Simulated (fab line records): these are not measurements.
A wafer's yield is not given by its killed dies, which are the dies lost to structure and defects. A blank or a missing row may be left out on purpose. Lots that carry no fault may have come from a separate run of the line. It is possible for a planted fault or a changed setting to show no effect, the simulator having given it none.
Matching of chambers | flow nand_harc | NHARC_A_STAIRCASE_DEP_301 on pecvd-01 has 3 sister chambers
The step deposits SiON, target thk 30 nm. 3 wafers are shown with their chamber, then 8 later ones without.

## EACH WAFER AND ITS CHAMBER
wafer  | chamber | heater_power_w (W)
L594.3 | 0       | 817
L602.6 | 1       | 716
L604.1 | 2       | 819

## WAFERS WITH NO CHAMBER GIVEN
wafer  | heater_power_w (W)
L604.3 | 780
L604.6 | 806
L607.1 | 691
L607.2 | 783
L607.4 | 902
L609.2 | 811
L609.5 | 884
L609.6 | 777

## CHAMBER TAKEN BY EACH
wafer  | from the rows above          | in truth
L604.3 | can't be placed: 0 or 2 or 1 | 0
L604.6 | can't be placed: 0 or 2 or 1 | 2
L607.1 | 1                            | 1
L607.2 | can't be placed: 0 or 2 or 1 | 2
L607.4 | can't be placed: 2 or 0      | 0
L609.2 | can't be placed: 0 or 2 or 1 | 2
L609.5 | can't be placed: 2 or 0      | 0
L609.6 | can't be placed: 0 or 2 or 1 | 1
Correctly placed: 1 of 8. Cannot be placed on the basis of these rows: 7; the candidates contain the true chamber in 7. Number placed wrongly: 0.
How it was worked out, from the rows above alone: a wafer's distance from a chamber is the root of the sum, over the readings, of the square of ((its reading less the chamber's mean) divided by the reading's scatter). If the next closest chamber is less than 2 further off than the closest, the wafer can't be placed; otherwise it belongs to the closest. The mean given for a chamber averages the wafers shown for that chamber. The scatter: root of mean squared gap, hidden wafer to nearest shown wafer, with one shown wafer a chamber.
